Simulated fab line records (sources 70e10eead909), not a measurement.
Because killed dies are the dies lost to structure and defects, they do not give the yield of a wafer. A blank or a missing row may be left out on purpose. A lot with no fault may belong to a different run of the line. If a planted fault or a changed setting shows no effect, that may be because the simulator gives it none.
2 desks, one fault -- flow nand harc -- what lay behind the numbers comes last; until then each desk has only its own

== FROM THE METROLOGY DESK ==
What the gauges read, lot by lot, whatever tool the lot ran on: means of the sampled wafers that have a number. The brackets show how far a lot's mean lies from the usual mean; more than 4 standard deviations puts the lot out of limits, marked OUT.
Columns: A = cd nm at NHARC_A_M0_CD_MEAS_09, usual 80.0 nm
lot,first seen here,A
L337,day 18 00:35,80.3
L338,day 18 03:21,79.0
L339,day 18 07:01,80.1
L342,day 19 01:09,79.9
L341,day 19 04:37,80.6
L347,day 20 04:34,80.9
L348,day 20 19:18,80.1
L349,day 21 14:29,80.1
L354,day 22 09:05,79.3
L351,day 22 09:15,74.0 (-8.5) OUT
L356,day 22 17:19,76.2 (-5.5) OUT
This desk finds L351, L356 out of limits, L351 being first, at day 22 09:15 (cd nm at NHARC_A_M0_CD_MEAS_09). Within limits: L337, L338, L339, L342, L341, L347, L348, L349, L354.

== DESK OF THE TOOL OWNER: arfi scanner-02 ==
The tool's own readings at NHARC_A_M0_EXPOSE_06 (exposes mask A M0, target cd 80 nm): means of the sampled wafers that have a number, for each lot that ran on this tool. The brackets show how far a lot's mean lies from the usual mean; more than 4 standard deviations puts the lot out of limits, marked OUT.
Columns: A = exposure dose mJ cm2 at NHARC_A_M0_EXPOSE_06, usual 83.25
lot,first seen here,A
L339,day 18 06:53,83.25
L342,day 19 01:00,83.26
L348,day 20 19:10,83.24
L349,day 21 14:21,83.18
L351,day 22 09:07,76.33 (-99 or more) OUT
L356,day 22 17:11,77.69 (-82) OUT
This desk finds L351, L356 out of limits, L351 being first, at day 22 09:07 (exposure dose mJ cm2 at NHARC_A_M0_EXPOSE_06). Within limits: L339, L342, L348, L349.

== PUT TOGETHER ==
The tool owner's desk could have raised an alarm at day 22 09:07, on L351, L356.
The metrology desk could have raised an alarm at day 22 09:15, on L351, L356.
NHARC_A_M0_EXPOSE_06 was run on arfi scanner-02 by each of the lots named.

== WHAT THE SIMULATOR HAD PUT IN ==
Process parameters drifting: arfi scanner-02 at NHARC_A_M0_EXPOSE_06, beginning at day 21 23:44. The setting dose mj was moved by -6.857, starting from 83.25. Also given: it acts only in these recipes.
Shown lots that were struck: L351, L356.
Counting hours from when the fault started, the first reading out of limits came at 9 for the tool owner's desk and at 10 for the metrology desk.
